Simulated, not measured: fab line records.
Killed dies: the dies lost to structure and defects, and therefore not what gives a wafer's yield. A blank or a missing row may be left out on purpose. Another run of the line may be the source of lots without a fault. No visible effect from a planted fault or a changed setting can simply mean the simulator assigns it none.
fab line records | flow n5-finfet
[record] lots = 4 wafers = 12 last-day = 17
route steps=1938 shown BEOL_M0_SAQP@664 BEOL_M0_CUTY@701 BEOL_M4@1111 PASSIVATION@1936
lots that met no fault: from a run of the same line without faults
start-h: hours from the record's opening day to when the first of the lot's shown wafers began | wait-h: time in hours since the lot's previous step | " the same as in the row above | L1.1+2: a single row standing in for several wafers | - no value, or no start was given | * or withheld: withheld | < > ~ a bound
route shown NAME@n: NAME is a module with steps in the file, n the number in the route of the first one | usual: mean and standard deviation over wafers with no fault | same: alike in all rows | chamber/n: place in a boat | sites: the reading at each site | _std_site: the standard deviation of these | _edge_site: outer sites' mean less inner sites' | radius-mm: for every site, how far away it sits from the centre of the wafer | mask NAME#n: copy n | behind: the most recent tool/chamber to have shaped the wafer | hold: the reason the lot was held/the length of the hold in hours/how it ended | device: whichever transistor did not switch (one of n, p or np) | end of line: tests of these same wafers at the route's end | a step with no rows: only its recipe | killed: the dies lost at the first sort to structure and to defects; this is not the yield of the wafer | map: a wafer's dies, marking killed ones x, the rest . and places with no die _
set.NAME: setting as actually run; set.NAME@STEP: the setting as run at that earlier step | model.NAME: the simulator's own value behind a step, which no gauge read
lots at selected steps of the route; one table per step, one row per wafer
services: when a tool's chamber went out of use (start-h, in hours from the record's first day, below 0 if earlier), for how many hours, and the reason
[[steps]]
[step N5_BEOL_M0_SAQP_SPACER1_ETCHBACK_99]
[recipe] chemistry = CHF3/O2 mode = anisotropic-etchback target = SiO2 target-depth-a = 154 time-s = 7.7 pressure-mtorr = 30 source-w = 650 bias-w = 170 Ar_flow_sccm = 200 CHF3_flow_sccm = 50 O2_flow_sccm = 5 ion-energy-ev = 200
[step N5_BEOL_M0_SAQP_MANDREL1_REMOVE_100]
[recipe] chemistry = HBr/Cl2/O2 bt-time-s = 10 target = a-Si stop-on = SiNx endpoint = OES-SiCl over-etch-frac = 0.85 icp-w = 600 bias-w = 30 HBr_flow_sccm = 150 Cl2_flow_sccm = 80 O2_flow_sccm = 5 pressure-mtorr = 10
[step N5_BEOL_M0_SAQP_ETCH_101]
[recipe] chemistry = CH3F/O2 target = SiNx mask-material = SiO2 target-depth-a = 299 time-s = 42.7 pressure-mtorr = 30 source-w = 395 bias-w = 73 Ar_flow_sccm = 150 CH3F_flow_sccm = 30 O2_flow_sccm = 20 ion-energy-ev = 120
[step N5_BEOL_M0_SAQP_ETCH_102]
[recipe] chemistry = CF4 target = SiO2 target-depth-a = 40 ion-energy-ev = 350 time-s = 4.4 pressure-mtorr = 10 icp-w = 800 bias-w = 400 cf4-flow-sccm = 80
[step N5_BEOL_M0_SAQP_MANDREL_ETCH_103]
[recipe] chemistry = HBr/Cl2 target = a-Si target-depth-a = 450 bt-time-s = 10 stop-on = SiCN mask-material = SiO2 over-etch-frac = 0.8 time-s = 27 pressure-mtorr = 10 icp-w = 800 bias-w = 75 HBr_flow_sccm = 150 Cl2_flow_sccm = 80 ends = end-point
[step N5_BEOL_M0_SAQP_RECESS_104]
[recipe] chemistry = HF/NH3 target = SiO2 target-depth-a = 180 afs-cycles = 3 temp-c = 30 sublimation-temp-c = 180 sublimation-time-s = 60
[step N5_BEOL_M0_SAQP_COAT_105]
[recipe] resist = SOC temp-c = 250 time-s = 60 spin-rpm = 1500 resist-thk-nm = 100
[step N5_BEOL_M0_SAQP_ETCH_106]
[recipe] chemistry = N2/H2 target = SOC target-depth-a = 1500 stop-on = SiNx ion-energy-ev = 100 bias-w = 61 pressure-mtorr = 30 source-w = 850 n2-flow-sccm = 200 h2-flow-sccm = 200
[step N5_BEOL_M0_SAQP_ETCH_107]
[recipe] chemistry = CH3F/O2 target = SiNx target-depth-a = 300 mask-material = SOC pressure-mtorr = 30 source-w = 395 bias-w = 73 Ar_flow_sccm = 150 CH3F_flow_sccm = 30 O2_flow_sccm = 20 ion-energy-ev = 120
[step N5_BEOL_M0_SAQP_STRIP_108]
[recipe] chemistry = N2/H2 power-w = 500 temp-c = 40 pressure-mtorr = 50 rf-frequency-hz = 6e+07 overash-fraction = 0.3 bias-power-w = 28 h2-frac = 0.5 n2-flow-sccm = 300 h2-flow-sccm = 300
[step N5_BEOL_M0_SAQP_RECESS_109]
[recipe] chemistry = HF/NH3 target = SiO2 target-depth-a = 30 afs-cycles = 1 temp-c = 30 sublimation-temp-c = 180 sublimation-time-s = 60
[step N5_BEOL_M0_SAQP_SPACER2_ALD_26]
[recipe] material = SiO2 target-thk-a = 150 temp-c = 300 ald-precursor-family = BDEAS ald-co-reactant = O2-plasma pulse-time-s = 1 purge-time-s = 2 co-reactant-purge-time-s = 2 pressure-torr = 2
[usual] heater-power-w = 468/42 precursor-pulse-height-rel = 1.000/0.018
// columns lot.wafer tool chamber start-h wait-h heater-power-w precursor-pulse-height-rel model.SiO2_of_BEOL_M0_SAQP_SPACER2_ALD_26.thk-nm
L559.3 ald-sin-02 0 152.25 1.3 430 1.014 15
L559.4 " 1 " " 499 0.985 15
L559.6 " 0 " " 433 1.015 15
L560.2 ald-sin-02 2 152.77 1.3 487 1.022 15
L560.4 " 0 " " 433 1.015 22.8
L560.5 " 1 " " 500 0.993 15
L562.2 ald-sin-02 0 153.30 1.7 433 0.998 22.8
L562.4 " 3 " " 456 1.014 15
L562.6 " 3 " " 452 1.010 15
L575.1 ald-sin-04 2 219.73 0.1 470 1.020 15
L575.3 " 3 " " 480 0.971 15
L575.5 " 1 " " 410 1.015 15
[step N5_BEOL_M0_SAQP_SPACER2_ETCHBACK_27]
[recipe] chemistry = CHF3/O2 mode = anisotropic-etchback target = SiO2 target-depth-a = 225 time-s = 11.25 pressure-mtorr = 30 source-w = 650 bias-w = 170 Ar_flow_sccm = 200 CHF3_flow_sccm = 50 O2_flow_sccm = 5 ion-energy-ev = 200
[step N5_BEOL_M0_SAQP_MANDREL2_REMOVE_110]
[recipe] chemistry = HBr/Cl2/O2 bt-time-s = 10 target = a-Si stop-on = SiCN endpoint = OES-SiCl over-etch-frac = 1 icp-w = 600 bias-w = 30 HBr_flow_sccm = 150 Cl2_flow_sccm = 80 O2_flow_sccm = 5 pressure-mtorr = 10
[usual] drypump-motor-current-A = 5.7/0.37 mfc-cl2-sccm = 79.98/0.27 oes-product-au = 1.002/0.023 throttle-valve-pct = 36.61/0.28
[same] bt-time-s = 10
// columns lot.wafer tool chamber start-h wait-h drypump-motor-current-A mfc-cl2-sccm oes-product-au rf-hours-counter-h throttle-valve-pct model.SiO2_of_BEOL_M0_SAQP_SPACER2_ALD_26.thk-nm model.BEOL_M0_SAQP.cd-nm
L559.3 rie-si-02 1 152.98 0.1 5.4 80.34 1.023 52 36.55 10.6 15
L559.4 " 0 " " 5.3 80.07 1.011 35 36.53 10.6 15
L559.6 " 0 " " 5.3 79.78 1.021 - 36.52 10.6 15
L560.2 rie-si-06 0 153.55 0.1 5.4 79.29 0.998 52 35.87 10.6 15
L560.4 " 2 " " 5.0 79.77 0.991 116 36.70 18.4 23
L560.5 " 1 " " 5.7 79.69 0.975 - 37.18 10.6 15
L562.2 rie-si-01 0 154.06 0.1 5.8 80.37 1.013 108 36.48 18.4 22.8
L562.4 " 1 " " 6.1 80.51 1.046 58 36.40 10.6 15.2
L562.6 " 0 " " 5.8 79.63 0.999 - 36.48 10.6 15
L575.1 rie-si-06 3 220.37 0.1 5.4 80.06 0.984 79 36.64 10.6 15
L575.3 " 2 " " 5.0 80.13 0.999 117 36.70 10.6 15
L575.5 " 3 " " 5.5 80.48 0.980 - 36.63 10.6 15
[step N5_BEOL_M0_SAQP_CD_MEAS_29]
[recipe] target-cd-nm = 14.4 landing-energy-ev = 1000 detector = se-inlens
[usual] cd-nm = 15.03/0.22
// columns lot.wafer tool chamber start-h wait-h cd-nm
L559.3 cd-sem-02 0 153.10 0.1 15.10
L559.4 " 0 " " 15.03
L559.6 " 0 " " 15.34
L560.2 cd-sem-03 0 153.66 0.1 14.84
L560.4 " 0 " " 22.95
L560.5 " 0 " " 15.18
L562.2 cd-sem-03 0 154.17 0.1 22.92
L562.4 " 0 " " 15.19
L562.6 " 0 " " 14.95
L575.1 cd-sem-02 0 220.48 0.1 15.13
L575.3 " 0 " " 15.38
L575.5 " 0 " " 15.15
[step N5_BEOL_M0_SAQP_COAT_69]
[recipe] resist = SOC temp-c = 250 time-s = 60 spin-rpm = 1500 resist-thk-nm = 90
[step N5_BEOL_M0_SAQP_COAT_72]
[recipe] resist = SiARC temp-c = 220 time-s = 60 spin-rpm = 1500 resist-thk-nm = 15
[step N5_BEOL_M0_SAQP_COAT_87]
[recipe] resist = underlayer temp-c = 205 time-s = 60 spin-rpm = 1500 resist-thk-nm = 5
[step N5_BEOL_M0_SAQP_COAT_34]
[recipe] resist = CAR-EUV spin-rpm = 1500 resist-thk-nm = 30
[step N5_BEOL_M0_SAQP_EBR_36]
[recipe] solvent = PGMEA ebr-width-mm = 1.5
[step N5_BEOL_M0_SAQP_SOFTBAKE_35]
[recipe] temp-c = 110 time-s = 60 resist = CAR-EUV
[step N5_BEOL_M0_SAQP_EXPOSE_37]
[recipe] mask-id = M0_CUT1 na = 0.33 source-shape = annular sigma-inner = 0.35 sigma-outer = 0.8 polarization = unpolarized target-cd-nm = 30 dose-mj = 44.75
[step N5_BEOL_M0_SAQP_PEB_38]
[recipe] peb-temp-c = 100 peb-time-s = 60 resist = CAR-EUV
[step N5_BEOL_M0_SAQP_DEVELOP_39]
[recipe] develop-time-s = 30 developer = TMAH resist = CAR-EUV rinse-liquid = surfactant-rinse dry = air-spin dev-temp-c = 23
[step N5_BEOL_M0_SAQP_DESCUM_45]
[recipe] chemistry = O2 time-s = 7 source-power-w = 50 bias-power-w = 20 pressure-mtorr = 20 rf-frequency-hz = 2.712e+07 temp-c = 40 resist = CAR-EUV o2-flow-sccm = 225
[step N5_BEOL_M0_SAQP_ETCH_88]
[recipe] chemistry = N2/H2 target = underlayer target-depth-a = 65 time-s = 5.2 ion-energy-ev = 200 mask-material = CAR-EUV pressure-mtorr = 30 source-w = 840 bias-w = 150 n2-flow-sccm = 200 h2-flow-sccm = 200 ends = cleared
[step N5_BEOL_M0_SAQP_ETCH_73]
[recipe] chemistry = CF4 target = SiARC target-depth-a = 195 mask-material = CAR-EUV time-s = 32.5 ion-energy-ev = 80 pressure-mtorr = 40 source-w = 545 bias-w = 36 Ar_flow_sccm = 100 cf4-flow-sccm = 100 ends = cleared
[step N5_BEOL_M0_SAQP_CUT_ETCH_46]
[recipe] chemistry = N2/H2 target = SOC target-depth-a = 1350 overetch-a = 270 temp-c = 40 time-s = 202.5 ion-energy-ev = 200 mask-material = SiARC pressure-mtorr = 30 source-w = 840 bias-w = 150 n2-flow-sccm = 200 h2-flow-sccm = 200
[step N5_BEOL_M0_SAQP_STRIP_74]
[recipe] chemistry = N2/H2 temp-c = 40 n2-flow-sccm = 200 h2-flow-sccm = 200 rf-frequency-hz = 6e+07
[step N5_BEOL_M0_SAQP_STRIP_89]
[recipe] chemistry = N2/H2 temp-c = 40 n2-flow-sccm = 200 h2-flow-sccm = 200 rf-frequency-hz = 6e+07
[step N5_BEOL_M0_SAQP_ALD_48]
[recipe] material = SiO2 target-thk-a = 200 temp-c = 100 ald-precursor-family = BDEAS ald-co-reactant = O2-plasma pulse-time-s = 1 co-reactant-pulse-time-s = 1 purge-time-s = 2 co-reactant-purge-time-s = 2 ald-cycles = 139 pressure-torr = 2
[step N5_BEOL_M0_SAQP_ETCH_49]
[recipe] chemistry = CF4/O2 target-depth-a = 370 target = SiO2 pressure-mtorr = 40 source-w = 535 bias-w = 49 Ar_flow_sccm = 100 cf4-flow-sccm = 100 O2_flow_sccm = 10 ion-energy-ev = 100
[step N5_BEOL_M0_SAQP_STRIP_75]
[recipe] chemistry = CF4 resist = SiARC power-w = 300 bias-power-w = 75 pressure-mtorr = 50 cf4-flow-sccm = 150 rf-frequency-hz = 6e+07
[step N5_BEOL_M0_CUTY_COAT_50]
[recipe] resist = SiARC temp-c = 220 time-s = 60 spin-rpm = 1500 resist-thk-nm = 15
[step N5_BEOL_M0_CUTY_COAT_51]
[recipe] resist = CAR-ArF-block spin-rpm = 1500 resist-thk-nm = 150
[step N5_BEOL_M0_CUTY_EBR_52]
[recipe] solvent = PGMEA ebr-width-mm = 1.5
[step N5_BEOL_M0_CUTY_SOFTBAKE_53]
[recipe] temp-c = 110 time-s = 60 resist = CAR-ArF-block
[step N5_BEOL_M0_CUTY_EXPOSE_54]
[recipe] mask-id = M0_ABLK na = 1.35 source-shape = conventional sigma-outer = 0.8 polarization = unpolarized dose-mj = 36
[step N5_BEOL_M4_RC_MEAS_101]
[usual] DIBL_N = 35.6/1.7 DIBL_P = 35.0/2 IOFF_N = 0.148/0.027 IOFF_P = 0.19/0.032 ION_N = 671/14 ION_P = 460/9.1 SS_N = 71.3/0.62 SS_P = 73.0/0.64 VT_N = 251/3.2 VT_P = -251.5/2.9
// columns lot.wafer tool chamber start-h wait-h DIBL_N[mV/V] DIBL_P[mV/V] IOFF_N[nA/um] IOFF_P[nA/um] ION_N[uA/um] ION_P[uA/um] SS_N[mV/dec] SS_P[mV/dec] VT_N[mV] VT_P[mV]
L559.3 prober-01 0 205.66 0.3 35.0 33.8 0.124 0.17 659 449 71.2 73.1 255 -254.5
L559.4 " 0 " " 36.1 35.8 0.142 0.22 655 454 70.8 72.8 253 -250.8
L559.6 " 0 " " 34.2 33.1 0.109 0.16 652 452 70.5 73.1 257 -255.3
L562.4 prober-02 0 207.16 0.5 38.4 37.3 0.187 0.22 651 450 73.7 73.6 248 -254.3
L562.6 " 0 " " 35.9 35.7 0.134 0.19 668 461 71.3 73.3 252 -253.1
L560.2 prober-01 0 207.36 0.2 38.3 39.0 0.181 0.21 695 469 72.0 73.3 248 -254.1
L560.5 " 0 " " 37.6 38.6 0.173 0.21 698 474 71.3 74.1 250 -252.1
L575.1 prober-01 0 296.51 0.0 36.1 35.4 0.141 0.18 672 458 70.8 72.8 252 -252.9
L575.3 " 0 " " 36.5 36.2 0.153 0.19 670 457 70.9 72.4 251 -250.3
L575.5 " 0 " " 37.2 36.2 0.154 0.18 670 452 71.8 73.2 252 -253.0
[step N5_PASSIVATION_PROBE_49]
[usual] defect-limited-yield = 91.2/1.6 killed_at_M0_to_M3 = 35/11 killed_at_M4_up = 14/5.4 killed-at-contacts = 13/6 killed-at-front-end = 38/11 killed-at-other = 3.4/2.6 killed-dies = 104/19 killed-on-rim = 13/3.9 killed-open = 68/13 killed-short = 34/8.5 sort_bin_5_function = 5.1/1 sort_bin_6_memory = 3.3/0.72 sort-n-pass = 1075/22 sort-yield-pct = 91.1/1.9
[same] gross-dies = 1180 killed-at-back-side = 0 sort_bin_4_leakage[%] = 0 sort_bin_8_speed[%] = 0
// columns lot.wafer tool chamber start-h wait-h defect-limited-yield[%] killed_at_M0_to_M3 killed_at_M4_up killed-at-contacts killed-at-front-end killed-at-other killed-dies killed-on-rim killed-open killed-short sort_bin_5_function[%] sort_bin_6_memory[%] sort-n-pass sort-yield-pct[%]
L559.3 prober-01 - 319.48 0.1 92.4 42 3 12 30 3 90 9 58 30 4.3 2.8 1090 92.4
L559.4 prober-01 - 319.53 0.2 88.7 37 9 20 61 6 133 22 83 48 7.2 3.7 1047 88.7
L559.6 prober-01 - 319.63 0.3 87.9 75 7 15 37 9 143 17 83 57 6.0 5.0 1037 87.9
L562.2 prober-01 - 321.40 0.1 0 1100 17 10 48 5 1180 152 69 28 96.3 3.4 0 0
L562.4 prober-01 - 321.50 0.2 88.6 41 23 16 49 5 134 18 90 44 6.6 4.3 1046 88.6
L562.6 prober-01 - 321.60 0.3 91.3 39 15 13 32 4 103 14 77 22 4.5 3.6 1077 91.3
L560.2 prober-02 - 332.86 0.1 90.9 54 9 9 34 1 107 12 73 34 4.7 4.2 1073 90.9
L560.4 prober-02 - 332.96 0.2 0 1135 10 5 28 2 1180 152 52 24 96.7 3.1 0 0
L560.5 prober-02 - 333.01 0.2 90.7 44 8 21 36 1 110 14 77 31 5.1 3.9 1070 90.7
L575.1 prober-02 - 408.28 0.0 92.6 40 3 12 28 4 87 8 61 26 3.8 3.1 1093 92.6
L575.3 prober-02 - 408.38 0.1 91.0 26 13 22 42 3 106 12 70 36 4.8 3.7 1074 91.0
L575.5 prober-02 - 408.48 0.2 91.6 34 5 10 48 2 99 9 68 31 4.7 3.4 1081 91.6
// killed by level:class
L559.3 BEOL_M0_SAQP:geometric-particle:short=12 MOL_CONTACT_COAG:geometric-particle:open=10 BEOL_M2:geometric-particle:open=9 STI_FIN_REVEAL:geometric-particle:open=7 BEOL_M0_SAQP:geometric-particle:open=7 BEOL_M1:geometric-particle:open=5 BEOL_M3:geometric-particle:open=5 FIN_SAQP:geometric-particle:open=4
L559.4 STI_FIN_REVEAL:geometric-particle:open=18 FIN_SAQP:geometric-particle:short=17 MOL_CONTACT_COAG:geometric-particle:open=16 BEOL_M2:geometric-particle:open=11 FIN_SAQP:geometric-particle:open=8 BEOL_M0_SAQP:geometric-particle:short=8 BEOL_M1:geometric-particle:open=6 GATE_CUT:geometric-particle:short=4
L559.6 BEOL_M0_SAQP:geometric-particle:short=21 BEOL_M0_SAQP:geometric-particle:open=16 MOL_CONTACT_COAG:geometric-particle:open=12 BEOL_M2:geometric-particle:open=11 BEOL_M3:geometric-particle:open=9 FIN_SAQP:geometric-particle:open=7 STI_FIN_REVEAL:geometric-particle:open=7 BEOL_M3:geometric-particle:short=7
L562.2 BEOL_M0_SAQP:area-ald=1080 FIN_SAQP:geometric-particle:short=13 FIN_SAQP:geometric-particle:open=10 MOL_CONTACT_COAG:geometric-particle:open=9 BEOL_M4:geometric-particle:open=8 STI_FIN_REVEAL:geometric-particle:open=7 DUMMY_GATE:geometric-particle:open=7 BEOL_M1:geometric-particle:open=4
L562.4 MOL_CONTACT_COAG:geometric-particle:open=14 STI_FIN_REVEAL:geometric-particle:open=13 BEOL_M4:geometric-particle:open=13 BEOL_M2:geometric-particle:open=11 FIN_SAQP:geometric-particle:open=10 BEOL_M1:geometric-particle:open=10 FIN_SAQP:geometric-particle:short=9 STI_FIN_REVEAL:geometric-particle:short=7
L562.6 MOL_CONTACT_COAG:geometric-particle:open=12 STI_FIN_REVEAL:geometric-particle:open=11 BEOL_M4:geometric-particle:open=11 BEOL_M2:geometric-particle:open=9 BEOL_M0_SAQP:geometric-particle:short=9 DUMMY_GATE:geometric-particle:open=7 FIN_SAQP:geometric-particle:open=5 BEOL_M0_SAQP:geometric-particle:open=5
L560.2 BEOL_M1:geometric-particle:open=15 FIN_SAQP:geometric-particle:open=8 DUMMY_GATE:geometric-particle:open=7 MOL_CONTACT_COAG:geometric-particle:open=7 BEOL_M0_SAQP:geometric-particle:open=7 BEOL_M0_SAQP:geometric-particle:short=7 BEOL_M3:geometric-particle:open=7 BEOL_M4:geometric-particle:open=6
L560.4 BEOL_M0_SAQP:area-ald=1102 BEOL_M0_SAQP:geometric-particle:open=12 BEOL_M0_SAQP:geometric-particle:short=9 BEOL_M2:geometric-particle:open=7 FIN_SAQP:geometric-particle:short=6 DUMMY_GATE:geometric-particle:open=6 MOL_CONTACT_COAG:geometric-particle:open=5 FIN_SAQP:geometric-particle:open=4
L560.5 MOL_CONTACT_COAG:geometric-particle:open=17 BEOL_M2:geometric-particle:open=11 BEOL_M0_SAQP:geometric-particle:short=9 BEOL_M0_SAQP:geometric-particle:open=9 BEOL_M1:geometric-particle:open=8 DUMMY_GATE:geometric-particle:open=7 FIN_SAQP:geometric-particle:open=5 DUMMY_GATE:geometric-particle:short=4
L575.1 STI_FIN_REVEAL:geometric-particle:open=11 BEOL_M3:geometric-particle:open=11 MOL_CONTACT_COAG:geometric-particle:open=9 BEOL_M0_SAQP:geometric-particle:short=9 BEOL_M0_SAQP:geometric-particle:open=8 ILD0:geometric-particle:open=4 MOL_CONTACT_COAG:geometric-particle:short=3 BEOL_M1:geometric-particle:open=3
L575.3 MOL_CONTACT_COAG:geometric-particle:open=14 FIN_SAQP:geometric-particle:open=13 BEOL_M2:geometric-particle:open=10 MOL_CONTACT_COAG:geometric-particle:short=8 FIN_SAQP:geometric-particle:short=7 STI_FIN_REVEAL:geometric-particle:open=6 BEOL_M4:geometric-particle:open=4 STARTING-WAFER:geometric-particle:open=4
L575.5 BEOL_M2:geometric-particle:open=15 STI_FIN_REVEAL:geometric-particle:open=13 GATE_CUT:geometric-particle:short=7 MOL_CONTACT_COAG:geometric-particle:open=7 FIN_SAQP:geometric-particle:open=5 BEOL_M0_SAQP:geometric-particle:open=5 FIN_SAQP:geometric-particle:short=4 STI_FIN_REVEAL:geometric-particle:short=4
// map L560.4 (x killed, . not)
_________________xxxxxxxxxxxx________________
______________xxxxxxxxxxxxxxxxxx_____________
___________xxxxxxxxxxxxxxxxxxxxxxxx__________
__________xxxxxxxxxxxxxxxxxxxxxxxxxx_________
________xxxxxxxxxxxxxxxxxxxxxxxxxxxxxx_______
_______xxxxxxxxxxxxxxxxxxxxxxxxxxxxxxxx______
______xxxxxxxxxxxxxxxxxxxxxxxxxxxxxxxxxx_____
_____xxxxxxxxxxxxxxxxxxxxxxxxxxxxxxxxxxxx____
____xxxxxxxxxxxxxxxxxxxxxxxxxxxxxxxxxxxxxx___
___xxxxxxxxxxxxxxxxxxxxxxxxxxxxxxxxxxxxxxxx__
___xxxxxxxxxxxxxxxxxxxxxxxxxxxxxxxxxxxxxxxx__
__xxxxxxxxxxxxxxxxxxxxxxxxxxxxxxxxxxxxxxxxxx_
__xxxxxxxxxxxxxxxxxxxxxxxxxxxxxxxxxxxxxxxxxx_
_xxxxxxxxxxxxxxxxxxxxxxxxxxxxxxxxxxxxxxxxxxxx
_xxxxxxxxxxxxxxxxxxxxxxxxxxxxxxxxxxxxxxxxxxxx
_xxxxxxxxxxxxxxxxxxxxxxxxxxxxxxxxxxxxxxxxxxxx
_xxxxxxxxxxxxxxxxxxxxxxxxxxxxxxxxxxxxxxxxxxxx
_xxxxxxxxxxxxxxxxxxxxxxxxxxxxxxxxxxxxxxxxxxxx
_xxxxxxxxxxxxxxxxxxxxxxxxxxxxxxxxxxxxxxxxxxxx
_xxxxxxxxxxxxxxxxxxxxxxxxxxxxxxxxxxxxxxxxxxxx
_xxxxxxxxxxxxxxxxxxxxxxxxxxxxxxxxxxxxxxxxxxxx
__xxxxxxxxxxxxxxxxxxxxxxxxxxxxxxxxxxxxxxxxxx_
__xxxxxxxxxxxxxxxxxxxxxxxxxxxxxxxxxxxxxxxxxx_
___xxxxxxxxxxxxxxxxxxxxxxxxxxxxxxxxxxxxxxxx__
___xxxxxxxxxxxxxxxxxxxxxxxxxxxxxxxxxxxxxxxx__
____xxxxxxxxxxxxxxxxxxxxxxxxxxxxxxxxxxxxxx___
_____xxxxxxxxxxxxxxxxxxxxxxxxxxxxxxxxxxxx____
______xxxxxxxxxxxxxxxxxxxxxxxxxxxxxxxxxx_____
_______xxxxxxxxxxxxxxxxxxxxxxxxxxxxxxxx______
________xxxxxxxxxxxxxxxxxxxxxxxxxxxxxx_______
__________xxxxxxxxxxxxxxxxxxxxxxxxxx_________
___________xxxxxxxxxxxxxxxxxxxxxxxx__________
______________xxxxxxxxxxxxxxxxxx_____________
_________________xxxxxxxxxxxx________________
// map L562.2 (x killed, . not)
_________________xxxxxxxxxxxx________________
______________xxxxxxxxxxxxxxxxxx_____________
___________xxxxxxxxxxxxxxxxxxxxxxxx__________
__________xxxxxxxxxxxxxxxxxxxxxxxxxx_________
________xxxxxxxxxxxxxxxxxxxxxxxxxxxxxx_______
_______xxxxxxxxxxxxxxxxxxxxxxxxxxxxxxxx______
______xxxxxxxxxxxxxxxxxxxxxxxxxxxxxxxxxx_____
_____xxxxxxxxxxxxxxxxxxxxxxxxxxxxxxxxxxxx____
____xxxxxxxxxxxxxxxxxxxxxxxxxxxxxxxxxxxxxx___
___xxxxxxxxxxxxxxxxxxxxxxxxxxxxxxxxxxxxxxxx__
___xxxxxxxxxxxxxxxxxxxxxxxxxxxxxxxxxxxxxxxx__
__xxxxxxxxxxxxxxxxxxxxxxxxxxxxxxxxxxxxxxxxxx_
__xxxxxxxxxxxxxxxxxxxxxxxxxxxxxxxxxxxxxxxxxx_
_xxxxxxxxxxxxxxxxxxxxxxxxxxxxxxxxxxxxxxxxxxxx
_xxxxxxxxxxxxxxxxxxxxxxxxxxxxxxxxxxxxxxxxxxxx
_xxxxxxxxxxxxxxxxxxxxxxxxxxxxxxxxxxxxxxxxxxxx
_xxxxxxxxxxxxxxxxxxxxxxxxxxxxxxxxxxxxxxxxxxxx
_xxxxxxxxxxxxxxxxxxxxxxxxxxxxxxxxxxxxxxxxxxxx
_xxxxxxxxxxxxxxxxxxxxxxxxxxxxxxxxxxxxxxxxxxxx
_xxxxxxxxxxxxxxxxxxxxxxxxxxxxxxxxxxxxxxxxxxxx
_xxxxxxxxxxxxxxxxxxxxxxxxxxxxxxxxxxxxxxxxxxxx
__xxxxxxxxxxxxxxxxxxxxxxxxxxxxxxxxxxxxxxxxxx_
__xxxxxxxxxxxxxxxxxxxxxxxxxxxxxxxxxxxxxxxxxx_
___xxxxxxxxxxxxxxxxxxxxxxxxxxxxxxxxxxxxxxxx__
___xxxxxxxxxxxxxxxxxxxxxxxxxxxxxxxxxxxxxxxx__
____xxxxxxxxxxxxxxxxxxxxxxxxxxxxxxxxxxxxxx___
_____xxxxxxxxxxxxxxxxxxxxxxxxxxxxxxxxxxxx____
______xxxxxxxxxxxxxxxxxxxxxxxxxxxxxxxxxx_____
_______xxxxxxxxxxxxxxxxxxxxxxxxxxxxxxxx______
________xxxxxxxxxxxxxxxxxxxxxxxxxxxxxx_______
__________xxxxxxxxxxxxxxxxxxxxxxxxxx_________
___________xxxxxxxxxxxxxxxxxxxxxxxx__________
______________xxxxxxxxxxxxxxxxxx_____________
_________________xxxxxxxxxxxx________________
[[services]]
// columns tool chamber start-h hours kind
ald-sin-04 - 176.75 14.0 pm
ald-sin-04 0 176.75 14.0 vent-cycle
ald-sin-04 1 176.75 14.0 vent-cycle
ald-sin-04 2 176.75 14.0 vent-cycle
ald-sin-04 3 176.75 14.0 vent-cycle
ald-sin-04 0 190.75 - clean
ald-sin-04 1 190.75 - clean
ald-sin-04 2 190.75 - clean
ald-sin-04 3 190.75 - clean
[[key]]
[first-sign] step = N5_BEOL_M0_SAQP_CD_MEAS_29 reading = cd-nm direction = up sigmas = 36 usual = 15.03 struck = 22.94
[effect] step = N5_PASSIVATION_PROBE_49 reading = killed_at_M0_to_M3 direction = up sigmas = 99+ usual = 35 struck = 1118
[model-effect] step = N5_BEOL_M0_SAQP_SPACER2_ALD_26 value = SiO2_of_BEOL_M0_SAQP_SPACER2_ALD_26.thk-nm without = 14.9 struck = 22.8
[model-effect] step = N5_BEOL_M0_SAQP_MANDREL2_REMOVE_110 value = SiO2_of_BEOL_M0_SAQP_SPACER2_ALD_26.thk-nm without = 10.4 struck = 18.4
[more-kills-born-at] N5_BEOL_M0_SAQP_SPACER2_ALD_26@ald-sin-02 = 2182
met-at N5_BEOL_M0_SAQP_SPACER2_ALD_26
struck-wafers L560.4,L562.2
later-rows-left-out L560.4,L562.2
[fault] kind = process-parameter-drift tool = ald-sin-02 chamber = 0 onset-h = 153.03 steps = N5_BEOL_M0_SAQP_SPACER2_ALD_26 channel = target-thk-a offset = * shape = step end-h = 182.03 acts-in = * stated = *
// later-rows-left-out: the simulator's readings of these wafers behind a module that went badly wrong aren't trusted and aren't shown, but for the sort
